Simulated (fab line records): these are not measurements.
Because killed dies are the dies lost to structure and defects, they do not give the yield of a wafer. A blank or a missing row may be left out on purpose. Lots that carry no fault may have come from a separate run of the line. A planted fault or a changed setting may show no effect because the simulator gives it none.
fab line records + flow nand_harc
[record]
- lots = 7
- wafers = 19
- last_day = 24
route steps=1159 shown A_SIN_REMOVE@804 A_WL_FILL@809 END@1159
lots that met no fault: from a run of the same line without faults
start_h: start of the lot's first displayed wafer, in hours after the record's first day + wait_h: how many hours have passed since the lot's step before this one + " as in the row above + L1.1+2: several wafers, shown together as one row + - no value, or no start given + * or withheld: withheld + < > ~ a bound
route shown NAME@n: names a module that has steps shown in the file, with the first one's number in the route + usual: the fault-free wafers' mean and standard deviation + same: alike in all rows + chamber/n: place in a boat + sites: readings site by site + _std_site: their standard deviation + _edge_site: the outer-site mean with the inner-site mean subtracted + radius_mm: how far each site lies from the wafer's centre + mask NAME#n: copy n + behind: the most recent tool/chamber to have shaped the wafer + hold: the reason the lot was held/the length of the hold in hours/how it ended + device: whichever transistor did not switch (one of n, p or np) + end of line: tests of these same wafers at the route's end + for a step that has no rows: nothing shown but its recipe + killed: dies lost to structure and defects at the first sort, not the wafer's yield + map: a wafer's dies, x killed, . not, _ none there
set.NAME: the setting that was run; set.NAME@STEP: the one run at that earlier step + model.NAME: the simulator's own value behind a step, which no gauge read
lots at selected steps of the route; one table per step, one row per wafer
services: a tool's chamber out of use, with start hour (start_h, from the record's first day; less than 0 if before it), hours out, and reason
[[steps]]
[step NHARC_A_SIN_REMOVE_WET_00]
[recipe]
- temp_c = 160
- time_s = 15300
- chemistry = H3PO4
[step NHARC_A_SIN_REMOVE_PRECLEAN_01]
[recipe]
- time_s = *
- temp_c = 50
- bath_age_min = 0
- chemistry = SC1
[step NHARC_A_SIN_REMOVE_SRD_02]
[step NHARC_A_SIN_REMOVE_INSPECT_04]
[usual]
- raw_defect_count = 292/78
| lot.wafer | tool              | chamber | start_h | wait_h | raw_defect_count |
|-----------|-------------------|---------|---------|--------|------------------|
| L350.1    | defect_inspect-01 | -       | 390.68  | 0.0    | 176              |
| L350.3    | "                 | -       | "       | "      | 263              |
| L350.5    | "                 | -       | "       | "      | 222              |
| L354.1    | defect_inspect-02 | -       | 421.01  | 0.0    | 340              |
| L354.2    | "                 | -       | "       | "      | 447              |
| L354.5    | "                 | -       | "       | "      | 209              |
| L353.2    | defect_inspect-01 | -       | 421.02  | 0.1    | 221              |
| L353.3    | "                 | -       | "       | "      | 343              |
| L353.5    | "                 | -       | "       | "      | 208              |
| L351.4    | defect_inspect-02 | -       | 421.02  | 0.1    | 382              |
| L351.5    | "                 | -       | "       | "      | 347              |
| L351.6    | "                 | -       | "       | "      | 282              |
| L357.2    | defect_inspect-02 | -       | 429.10  | 0.0    | 292              |
| L357.3    | "                 | -       | "       | "      | 302              |
| L357.6    | "                 | -       | "       | "      | 236              |
| L356.2    | defect_inspect-02 | -       | 434.53  | 0.0    | 342              |
| L356.6    | "                 | -       | "       | "      | 244              |
| L360.2    | defect_inspect-01 | -       | 440.28  | 0.0    | 253              |
| L360.4    | "                 | -       | "       | "      | 240              |
[step NHARC_A_WL_FILL_ALD_00]
[recipe]
- target_thk_a = 30
- pulse_time_s = 3
- ald_cycles = 30
- temp_c = 300
- material = Al2O3
[step NHARC_A_WL_FILL_RTA_01]
[recipe]
- temp_c = 1000
- time_s = 5
[step NHARC_A_WL_FILL_ALD_02]
[recipe]
- target_thk_a = 20
- pulse_time_s = 3
- ald_cycles = 100
- temp_c = 450
- material = TiN
[step NHARC_A_WL_FILL_CVD_03]
[recipe]
- target_thk_a = 400
- temp_c = 300
- pressure_torr = 40
- wf6_flow_sccm = 40
- h2_flow_sccm = 1600
- ar_flow_sccm = 1560
- time_s = 3302
- material = W
[step NHARC_A_WL_FILL_ETCHBACK_04]
[recipe]
- target_depth_a = 600
- time_s = 120
- chemistry = NF3
[step NHARC_A_WL_FILL_ETCHBACK_05]
[recipe]
- target_depth_a = 220
- time_s = 60
- temp_c = 40
- chemistry = Cl2/BCl3
[usual]
- drypump_motor_current_A = 6.1/0.34
- oes_product_au = 0.993/0.0091
[same]
- time_s = 60
| lot.wafer | tool         | chamber | start_h | wait_h | drypump_motor_current_A | oes_product_au | rf_hours_counter_h |
|-----------|--------------|---------|---------|--------|-------------------------|----------------|--------------------|
| L350.1    | rie_metal-02 | 1       | 398.45  | 0.2    | 6.7                     | 0.993          | 0.1                |
| L350.3    | "            | 0       | "       | "      | 6.4                     | 0.991          | -                  |
| L350.5    | "            | 0       | "       | "      | 6.4                     | 1.007          | -                  |
| L354.1    | rie_metal-03 | 0       | 428.84  | 0.2    | 5.8                     | 1.003          | 3.8                |
| L354.2    | "            | 1       | "       | "      | 5.8                     | 0.982          | 3.8                |
| L354.5    | "            | 0       | "       | "      | 5.8                     | 0.991          | -                  |
| L351.4    | rie_metal-02 | 0       | 431.74  | 0.1    | 6.4                     | 0.990          | -                  |
| L351.5    | "            | 0       | "       | "      | 6.4                     | 0.978          | -                  |
| L351.6    | "            | 1       | "       | "      | 6.7                     | 0.996          | -                  |
| L353.2    | rie_metal-03 | 0       | 431.97  | 0.2    | 5.8                     | 0.991          | 4.0                |
| L353.3    | "            | 0       | "       | "      | 5.8                     | 0.998          | -                  |
| L353.5    | "            | 1       | "       | "      | 5.9                     | 0.997          | -                  |
| L357.2    | rie_metal-03 | 0       | 437.59  | 0.2    | 5.8                     | 0.993          | 4.3                |
| L357.3    | "            | 1       | "       | "      | 5.8                     | 0.981          | -                  |
| L357.6    | "            | 0       | "       | "      | 5.8                     | 0.990          | -                  |
| L356.2    | rie_metal-03 | 1       | 444.92  | 0.2    | 5.9                     | 0.988          | 4.6                |
| L356.6    | "            | 1       | "       | "      | 5.8                     | 1.001          | -                  |
| L360.2    | rie_metal-01 | 0       | 447.70  | 0.2    | 6.0                     | 0.994          | 3.8                |
| L360.4    | "            | 0       | "       | "      | 6.0                     | 0.997          | -                  |
[step NHARC_A_WL_FILL_STRIP_27]
[recipe]
- power_w = 1500
- temp_c = 250
- time_s = 20
- chemistry = N2/H2
[usual]
- drypump_motor_current_A = 5.71/0.29
- heater_power_w = 333/39
[same]
- time_s = 20
| lot.wafer | tool            | chamber | start_h | wait_h | drypump_motor_current_A | heater_power_w | rf_hours_counter_h |
|-----------|-----------------|---------|---------|--------|-------------------------|----------------|--------------------|
| L350.1    | plasma_asher-02 | 0       | 398.58  | 0.1    | 5.63                    | 411            | 8                  |
| L350.3    | "               | 0       | "       | "      | 5.62                    | 415            | -                  |
| L350.5    | "               | 0       | "       | "      | 5.64                    | 417            | -                  |
| L354.2    | plasma_asher-01 | 0       | 428.98  | 0.1    | 5.76                    | 303            | 56                 |
| L354.1    | "               | 1       | "       | "      | 5.40                    | 316            | 56                 |
| L354.5    | "               | 1       | "       | "      | 5.42                    | 319            | -                  |
| L351.4    | plasma_asher-02 | 0       | 431.90  | 0.1    | 5.61                    | 397            | -                  |
| L351.5    | "               | 0       | "       | "      | 5.65                    | 417            | -                  |
| L351.6    | "               | 1       | "       | "      | 6.23                    | 320            | -                  |
| L353.2    | plasma_asher-02 | 1       | 432.10  | 0.1    | 6.22                    | 328            | 21                 |
| L353.3    | "               | 1       | "       | "      | 6.21                    | 320            | -                  |
| L353.5    | "               | 0       | "       | "      | 5.62                    | 417            | -                  |
| L357.2    | plasma_asher-01 | 1       | 437.78  | 0.2    | 5.43                    | 319            | 58                 |
| L357.3    | "               | 0       | "       | "      | 5.72                    | 304            | -                  |
| L357.6    | "               | 0       | "       | "      | 5.73                    | 309            | -                  |
| L356.2    | plasma_asher-01 | 0       | 445.05  | 0.1    | 5.73                    | 306            | 62                 |
| L356.6    | "               | 0       | "       | "      | 5.66                    | 296            | -                  |
| L360.2    | plasma_asher-01 | 0       | 447.83  | 0.1    | 5.75                    | 304            | 63                 |
| L360.4    | "               | 0       | "       | "      | 5.73                    | 308            | -                  |
[step NHARC_A_WL_FILL_STRIP_28]
[recipe]
- time_s = 1200
- temp_c = 72.5
- chemistry = post_etch_residue_remover
[step NHARC_A_WL_FILL_PRECLEAN_06]
[recipe]
- time_s = 300
- chemistry = DIW
[step NHARC_A_WL_FILL_SRD_07]
[step NHARC_A_WL_FILL_ANNEAL_08]
[recipe]
- temp_c = 450
- time_s = 1800
[step NHARC_A_WL_FILL_ALD_10]
[recipe]
- target_thk_a = 500
- pulse_time_s = 10
- ald_cycles = 500
- temp_c = 300
- material = SiO2
[usual]
- heater_power_w = 464/37
- precursor_pulse_height_rel = 0.996/0.02
| lot.wafer | tool      | chamber | start_h | wait_h | heater_power_w | precursor_pulse_height_rel |
|-----------|-----------|---------|---------|--------|----------------|----------------------------|
| L350.1    | ald_hk-02 | 1       | 403.40  | 0.6    | 454            | 0.972                      |
| L350.3    | "         | 2       | "       | "      | 446            | 0.989                      |
| L350.5    | "         | 1       | 405.43  | 2.6    | 454            | 0.965                      |
| L353.3    | ald_hk-04 | 3       | 434.48  | 0.0    | 411            | 1.017                      |
| L353.2    | "         | 0       | "       | "      | 450            | 1.007                      |
| L353.5    | "         | 3       | 436.53  | 2.1    | 417            | 0.982                      |
| L354.2    | ald_hk-02 | 1       | 436.44  | 2.0    | 434            | 1.008                      |
| L354.1    | "         | 3       | 437.47  | 3.0    | 472            | 1.008                      |
| L354.5    | "         | 1       | 438.51  | 4.1    | 474            | 0.982                      |
| L351.4    | ald_hk-03 | 2       | 437.00  | 2.6    | 547            | 1.021                      |
| L351.5    | "         | 1       | 438.56  | 4.1    | 490            | 0.997                      |
| L351.6    | "         | 2       | "       | "      | 548            | 1.025                      |
| L357.2    | ald_hk-02 | 3       | 440.10  | 0.1    | 459            | 0.984                      |
| L357.3    | "         | 2       | 441.64  | 1.6    | 455            | 0.979                      |
| L357.6    | "         | 0       | 442.68  | 2.6    | 440            | 0.981                      |
| L360.4    | ald_hk-04 | 3       | 450.55  | 0.4    | 411            | 0.979                      |
| L360.2    | "         | 1       | 451.59  | 1.4    | 486            | 0.978                      |
| L356.2    | ald_hk-03 | 2       | 451.78  | 1.6    | 550            | 0.979                      |
| L356.6    | "         | 3       | "       | "      | 423            | 1.009                      |
[step NHARC_A_WL_FILL_ETCHBACK_16]
[recipe]
- target_depth_a = 880
- time_s = 17.6
- c4f8_flow_sccm = withheld
- o2_flow_sccm = 8
- ar_flow_sccm = withheld
- rf_w = 600
- bias_w = 800
- chemistry = C4F8/O2/Ar
[step NHARC_A_WL_FILL_STRIP_29]
[recipe]
- time_s = 20
- o2_flow_sccm = 500
- ar_flow_sccm = 0
- bias_w = 0
- chemistry = O2
[usual]
- drypump_motor_current_A = 5.7/0.46
- mfc_ar_sccm = 0.009/0.0095
- oes_product_au = 1.000/0.01
- rf_vpp_V = 57.8/0.92
- showerhead_plenum_p_Torr = 3.53/0.14
- throttle_valve_pct = 17.036/0.009
[same]
- time_s = 20
| lot.wafer | tool        | chamber | start_h | wait_h | drypump_motor_current_A | mfc_ar_sccm | oes_product_au | rf_hours_counter_h | rf_vpp_V | showerhead_plenum_p_Torr | throttle_valve_pct |
|-----------|-------------|---------|---------|--------|-------------------------|-------------|----------------|--------------------|----------|--------------------------|--------------------|
| L350.1    | rie_diel-04 | 3       | 407.58  | 0.1    | 6.3                     | 0.019       | 1.002          | 4.0                | 57.0     | 3.77                     | 17.053             |
| L350.3    | "           | 1       | "       | "      | 5.7                     | 0           | 0.980          | 3.6                | 58.2     | 3.58                     | 17.028             |
| L350.5    | "           | 2       | "       | "      | 5.9                     | 0.004       | 1.001          | -                  | 58.1     | 3.32                     | 17.037             |
| L353.3    | rie_diel-03 | 3       | 439.20  | 0.1    | 5.0                     | 0.011       | 1.013          | 0.9                | 56.6     | 3.56                     | 17.037             |
| L353.2    | "           | 1       | "       | "      | 5.9                     | 0           | 1.010          | 0.8                | 59.0     | 3.51                     | 17.044             |
| L353.5    | "           | 3       | "       | "      | 5.0                     | 0.011       | 1.003          | -                  | 59.3     | 3.56                     | 17.035             |
| L354.1    | rie_diel-04 | 3       | 441.20  | 0.1    | 6.3                     | 0.019       | 0.995          | 5.6                | 60.1     | 3.77                     | 17.029             |
| L354.2    | "           | 0       | "       | "      | 5.3                     | 0           | 0.989          | 5.2                | 57.4     | 3.31                     | 17.039             |
| L354.5    | "           | 0       | "       | "      | 5.3                     | 0           | 0.999          | -                  | 56.8     | 3.31                     | 17.038             |
| L351.4    | rie_diel-12 | 3       | 441.25  | 0.1    | 5.6                     | 0.013       | 1.010          | 4.0                | 58.4     | 3.53                     | 17.038             |
| L351.6    | "           | 1       | "       | "      | 6.0                     | 0.021       | 1.008          | -                  | 56.9     | 3.47                     | 17.041             |
| L351.5    | "           | 2       | "       | "      | 6.2                     | 0           | 1.005          | -                  | 59.1     | 3.47                     | 17.035             |
| L357.2    | rie_diel-12 | 0       | 444.83  | 0.1    | 4.9                     | 0.016       | 1.023          | 4.0                | 58.7     | 3.68                     | 17.038             |
| L357.3    | "           | 2       | "       | "      | 6.2                     | 0           | 1.007          | 4.1                | 57.6     | 3.47                     | 17.041             |
| L357.6    | "           | 3       | "       | "      | 5.6                     | 0.013       | 1.008          | -                  | 58.9     | 3.53                     | 17.032             |
| L356.2    | rie_diel-12 | 3       | 454.98  | 0.1    | 5.5                     | 0.013       | 1.008          | 4.4                | 56.8     | 3.53                     | 17.026             |
| L356.6    | "           | 1       | "       | "      | 6.0                     | 0.021       | 1.014          | -                  | 57.6     | 3.47                     | 17.029             |
| L360.2    | rie_diel-12 | 1       | 455.31  | 0.1    | 6.0                     | 0.021       | 1.007          | 4.3                | 56.8     | 3.47                     | 17.031             |
| L360.4    | "           | 2       | "       | "      | 6.2                     | 0           | 1.000          | 4.1                | 57.9     | 3.47                     | 17.035             |
[step NHARC_A_WL_FILL_ETCHBACK_17]
[recipe]
- target_depth_a = 40
- time_s = 26.7
- chemistry = Cl2/BCl3
[step NHARC_A_WL_FILL_PRECLEAN_18]
[recipe]
- time_s = 30
- chemistry = dHF
[step NHARC_A_WL_FILL_SRD_21]
[step NHARC_A_WL_FILL_CVD_23]
[recipe]
- target_thk_a = 400
- temp_c = 620
- pressure_mtorr = 200
- time_s = 800
- material = poly-Si
[step NHARC_A_WL_FILL_ETCHBACK_26]
[recipe]
- target_depth_a = 520
- time_s = 13.3
- hbr_flow_sccm = 150
- rf_w = 350
- icp_w = 350
- bias_w = 60
- chemistry = HBr
[step NHARC_A_WL_FILL_PRECLEAN_30]
[recipe]
- time_s = 10
- chemistry = dHF
[step NHARC_A_WL_FILL_SRD_14]
[step NHARC_A_WL_FILL_ALD_19]
[recipe]
- target_thk_a = 20
- pulse_time_s = 3
- ald_cycles = 100
- temp_c = 450
- material = TiN
[usual]
- heater_power_w = 1085/100
- precursor_pulse_height_rel = 1.000/0.02
| lot.wafer | tool         | chamber | start_h | wait_h | heater_power_w | precursor_pulse_height_rel |
|-----------|--------------|---------|---------|--------|----------------|----------------------------|
| L350.1    | ald_metal-02 | 0       | 413.43  | 0.1    | 870            | 1.029                      |
| L350.3    | "            | 3       | "       | "      | 1169           | 1.014                      |
| L350.5    | "            | 3       | "       | "      | 1149           | 0.991                      |
| L353.2    | ald_metal-01 | 2       | 444.93  | 0.1    | 983            | 1.003                      |
| L353.3    | "            | 1       | "       | "      | 1218           | 0.999                      |
| L353.5    | "            | 3       | "       | "      | 1080           | 0.997                      |
| L354.2    | ald_metal-04 | 2       | 444.95  | 0.1    | 1049           | 1.007                      |
| L354.1    | "            | 0       | "       | "      | 1081           | 1.013                      |
| L354.5    | "            | 2       | "       | "      | 1052           | 0.991                      |
| L351.5    | ald_metal-02 | 0       | 445.00  | 0.2    | 873            | 0.981                      |
| L351.4    | "            | 2       | "       | "      | 1227           | 0.987                      |
| L351.6    | "            | 3       | "       | "      | 1147           | 0.963                      |
| L357.2    | ald_metal-02 | 3       | 450.60  | 0.1    | 1149           | 1.001                      |
| L357.3    | "            | 1       | "       | "      | 1047           | 1.000                      |
| L357.6    | "            | 2       | "       | "      | 1218           | 1.007                      |
| L356.2    | ald_metal-02 | 1       | 460.53  | 0.1    | 1026           | 0.998                      |
| L356.6    | "            | 2       | "       | "      | 1227           | 1.006                      |
| L360.4    | ald_metal-04 | 0       | 460.55  | 0.1    | 1067           | 0.987                      |
| L360.2    | "            | 1       | "       | "      | 1051           | 0.989                      |
[step NHARC_A_WL_FILL_CVD_20]
[recipe]
- target_thk_a = 750
- temp_c = 300
- pressure_torr = 40
- wf6_flow_sccm = 40
- h2_flow_sccm = 1600
- ar_flow_sccm = 1560
- time_s = 5064
- material = W
[step NHARC_A_WL_FILL_CMP_12]
[recipe]
- t_overpolish_s = 30
- target_thk_nm = 75
[usual]
- motor_current_A = 12.4/0.96
- overpolish_run_s = 30.001/0.009
- retaining_ring_pressure_frac = 1.000/0.0053
- time_to_endpoint_s = 15/3.2
| lot.wafer | tool   | chamber | start_h | wait_h | motor_current_A | overpolish_run_s | retaining_ring_pressure_frac | time_to_endpoint_s |
|-----------|--------|---------|---------|--------|-----------------|------------------|------------------------------|--------------------|
| L350.3    | cmp-01 | 1       | 423.06  | 5.1    | 12.9            | 29.997           | 0.995                        | 13                 |
| L350.1    | "      | 3       | "       | "      | 13.4            | 30.025           | 0.986                        | 15                 |
| L350.5    | "      | 0       | "       | "      | 11.4            | 30.007           | 1.003                        | 19                 |
| L353.2    | cmp-01 | 2       | 452.73  | 4.3    | 13.5            | 30.003           | 0.993                        | 15                 |
| L353.3    | "      | 0       | "       | "      | 12.2            | 30.000           | 0.997                        | 16                 |
| L353.5    | "      | 1       | "       | "      | 14.4            | 29.996           | 1.001                        | 10                 |
| L351.4    | cmp-02 | 2       | 457.10  | 2.3    | 11.0            | 29.991           | 1.008                        | 12                 |
| L351.5    | "      | 3       | "       | "      | 12.1            | 29.980           | 1.001                        | 14                 |
| L351.6    | "      | 0       | "       | "      | 11.3            | 29.989           | 1.006                        | 16                 |
| L354.2    | cmp-02 | 0       | 459.03  | 6.4    | 11.5            | 30.008           | 1.002                        | 13                 |
| L354.1    | "      | 3       | "       | "      | 11.4            | 29.989           | 1.005                        | 15                 |
| L354.5    | "      | 1       | "       | "      | 13.0            | 29.996           | 1.003                        | 18                 |
| L357.3    | cmp-04 | 0       | 468.31  | 5.0    | 11.9            | 30.018           | 1.004                        | 18                 |
| L357.2    | "      | 3       | "       | "      | 11.0            | 29.997           | 1.005                        | 10                 |
| L357.6    | "      | 1       | "       | "      | 13.6            | 29.987           | 1.001                        | 14                 |
| L360.4    | cmp-02 | 1       | 470.83  | 2.1    | 14.0            | 30.010           | 1.001                        | 19                 |
| L360.2    | "      | 0       | "       | "      | 11.2            | 30.007           | 1.006                        | 15                 |
| L356.2    | cmp-04 | 0       | 472.71  | 3.7    | 11.4            | 30.004           | 0.989                        | 15                 |
| L356.6    | "      | 2       | "       | "      | 12.6            | 29.999           | 1.009                        | 12                 |
[step NHARC_A_WL_FILL_SRD_31]
[step NHARC_END_SORT_01]
[recipe]
- temp_c = 25
[usual]
- killed_at_array = 29/11
- killed_at_other = 0.7/1.1
- killed_at_periphery = 3.1/2
- killed_dies = 33/11
- killed_open = 3.5/1.8
- killed_short = 2.0/1.4
[same]
- gross_dies = 677
| lot.wafer | tool      | chamber | start_h | wait_h | killed_at_array | killed_at_other | killed_at_periphery | killed_dies | killed_open | killed_short |
|-----------|-----------|---------|---------|--------|-----------------|-----------------|---------------------|-------------|-------------|--------------|
| L360.2    | prober-02 | 0       | 570.77  | 2.8    | 71              | 2               | 1                   | 74          | 4           | 2            |
| L360.4    | prober-02 | 0       | 572.35  | 3.4    | 65              | 3               | 1                   | 69          | 5           | 0            |
| L357.2    | prober-02 | 0       | 570.81  | 2.8    | 14              | 1               | 3                   | 18          | 5           | 1            |
| L357.3    | prober-02 | 0       | 571.61  | 3.1    | 58              | 2               | 4                   | 64          | 7           | 0            |
| L357.6    | prober-02 | 0       | 574.01  | 4.0    | 69              | 2               | 3                   | 74          | 3           | 4            |
| L356.2    | prober-01 | 0       | 570.86  | 2.8    | 88              | 1               | 6                   | 95          | 2           | 3            |
| L356.6    | prober-01 | 0       | 574.06  | 4.0    | 93              | 0               | 0                   | 93          | 3           | 1            |
// killed by level:class
L360.2 A_WL_FILL:unspecified=51 A_CHANNEL_HOLE_D1:chamber_film_flake=6 A_CONTACT:chamber_film_flake=6 A_STAIRCASE:chamber_film_flake=3 A_CHANNEL_FILL_D1:geometric_particle:short=2 THIN_TSV:chamber_film_flake=2 P_CONTACT:geometric_particle:open=1 A_CHANNEL_FILL_D1:geometric_particle:open=1
L357.2 A_STAIRCASE:chamber_film_flake=4 P_GATE:chamber_film_flake=3 A_CHANNEL_HOLE_D1:chamber_film_flake=3 A_M0:geometric_particle:open=2 A_ONON_D1:geometric_particle:open=1 A_CHANNEL_FILL_D1:geometric_particle:open=1 A_WL_FILL:geometric_particle:short=1 A_CONTACT:geometric_particle:open=1
L356.2 A_WL_FILL:unspecified=50 A_CHANNEL_HOLE_D1:chamber_film_flake=18 A_SLIT:chamber_film_flake=11 P_ZERO_WELL:chamber_film_flake=3 A_CONTACT:chamber_film_flake=3 P_GATE:chamber_film_flake=2 A_STAIRCASE:chamber_film_flake=2 P_M1:geometric_particle:open=1
L357.3 A_WL_FILL:unspecified=46 A_STAIRCASE:chamber_film_flake=5 A_CHANNEL_HOLE_D1:chamber_film_flake=3 THIN_TSV:chamber_film_flake=2 P_CONTACT:geometric_particle:open=1 P_M1:geometric_particle:open=1 P_BONDPAD:geometric_particle:open=1 A_ONON_D1:geometric_particle:open=1
L360.4 A_WL_FILL:unspecified=52 A_STAIRCASE:chamber_film_flake=4 THIN_TSV:chamber_film_flake=3 A_CHANNEL_HOLE_D1:chamber_film_flake=2 A_CONTACT:chamber_film_flake=2 P_M0:geometric_particle:open=1 A_ONON_D1:geometric_particle:open=1 A_CHANNEL_FILL_D1:geometric_particle:open=1
L357.6 A_WL_FILL:unspecified=51 A_CHANNEL_HOLE_D1:chamber_film_flake=5 A_STAIRCASE:chamber_film_flake=4 A_WL_FILL:geometric_particle:short=2 P_GATE:chamber_film_flake=2 A_ZERO_WELL:chamber_film_flake=2 THIN_TSV:chamber_film_flake=2 P_GATE:geometric_particle:short=1
L356.6 A_WL_FILL:unspecified=50 A_CHANNEL_HOLE_D1:chamber_film_flake=20 A_SLIT:chamber_film_flake=13 A_CONTACT:chamber_film_flake=3 A_WL_FILL:chamber_film_flake=2 A_ONON_D1:geometric_particle:open=1 A_ONON_D1:geometric_particle:short=1 A_CHANNEL_FILL_D1:geometric_particle:open=1
// map L356.2 (x killed, . not)
____________.____________
_________......._________
_______..x........_______
______.x...........______
_____..............._____
____.................____
____.................____
___...................___
___.....x.............___
__......x..............__
__...xx................__
_.x.xx.................._
_x.xxxxxx.........x....._
_..x.x.x................_
_....xxx................_
_xx..xx.x..............._
xxx.xx..x........x.......
xxxxxx..........x........
xxxx...x.................
xxxx.....................
xxxxx..x.................
_xxxxx.................._
_xxxx.x................._
_xxxx.........x........._
_xxxx..................._
_xxxxx..x..............._
__xxx..................__
__x..x...x.............__
___..x................___
___...xx..............___
____.................____
____.........xx.x....____
_____............x.._____
______.............______
_______..........._______
_________......._________
____________.____________
// map L357.6 (x killed, . not)
____________.____________
_________..x...._________
_______..........._______
______.............______
_____.x............x_____
____.................____
____...x............x____
___.x.................___
___.......x...........___
__................x....__
__....xx...............__
_...x..................._
_......................._
_......................._
_x...xx................._
_x.......x.........x...._
xxxxx...................x
xxxx..x..................
xxxxx....................
xxxxx....................
xxxx.x........x..........
_xxxx..................._
_xxxxxx................._
_xxxx.x................._
_xxxx..................._
_xxx..x................._
__xx.x.................__
__x....................__
___...................___
___..........x........___
____...........x.....____
____.................____
_____............x.._____
______.............______
_______..........._______
_________......._________
____________.____________
[[services]]
| tool            | chamber | start_h | hours | kind   |
|-----------------|---------|---------|-------|--------|
| cmp-01          | -       | 376.98  | 4.0   | pm     |
| cmp-02          | -       | 377.83  | 3.5   | repair |
| rie_diel-12     | -       | 379.40  | 9.0   | pm     |
| ald_metal-02    | -       | 382.65  | 0.7   | repair |
| rie_metal-02    | -       | 388.00  | 9.0   | pm     |
| rie_diel-03     | 3       | 388.05  | 6.0   | repair |
| ald_metal-02    | 1       | 388.33  | 58.0  | repair |
| rie_diel-12     | 2       | 389.20  | 6.1   | repair |
| rie_diel-03     | -       | 392.30  | 9.0   | pm     |
| cmp-02          | -       | 393.84  | 1.6   | repair |
| cmp-02          | -       | 403.69  | 1.1   | repair |
| cmp-04          | -       | 404.49  | 4.0   | pm     |
| ald_metal-04    | -       | 406.00  | 10.0  | pm     |
| rie_diel-12     | 0       | 425.18  | 3.9   | repair |
| cmp-04          | -       | 427.60  | 0.5   | repair |
| cmp-04          | -       | 432.93  | 5.5   | repair |
| rie_diel-12     | 2       | 446.16  | 5.8   | repair |
| cmp-02          | -       | 451.92  | 4.0   | pm     |
| rie_diel-04     | 1       | 452.88  | 3.2   | repair |
| rie_metal-03    | -       | 453.00  | 9.0   | pm     |
| plasma_asher-01 | -       | 453.60  | 9.0   | pm     |
| cmp-01          | -       | 455.58  | 0.5   | repair |
| ald_hk-02       | -       | 458.00  | 10.0  | pm     |
| rie_diel-04     | -       | 465.90  | 9.0   | pm     |
[[key]]
[first_sign]
- step = NHARC_END_SORT_01
- reading = killed_dies
- direction = up
- sigmas = 4.3
- usual = 33
- struck = 78
[effect]
- step = NHARC_END_SORT_01
- reading = killed_at_array
- direction = up
- sigmas = 4.2
- usual = 29
- struck = 74
[more_kills_born_at]
- NHARC_A_WL_FILL_STRIP_27@plasma_asher-01 = 300
met_at NHARC_A_WL_FILL_STRIP_27
struck_wafers L356.2,L356.6,L357.3,L357.6,L360.2,L360.4
tester_left_out L356,L357,L360
onset_between 428.98 437.78
[fault]
- kind = chamber_particle_source
- tool = plasma_asher-01
- chamber = 0
- onset_h = 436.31
- steps = NHARC_A_WL_FILL_STRIP_27
- rate_per_visit_cm2 = 1.5775
- end_h = 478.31
// tester_left_out: of these lots the tester's yield and bins aren't shown, on N5 and GAA mostly nor the transistor test; their killed dies are dies lost to structure and defects alone, not to doping, threshold or leakage, so they don't give the yield
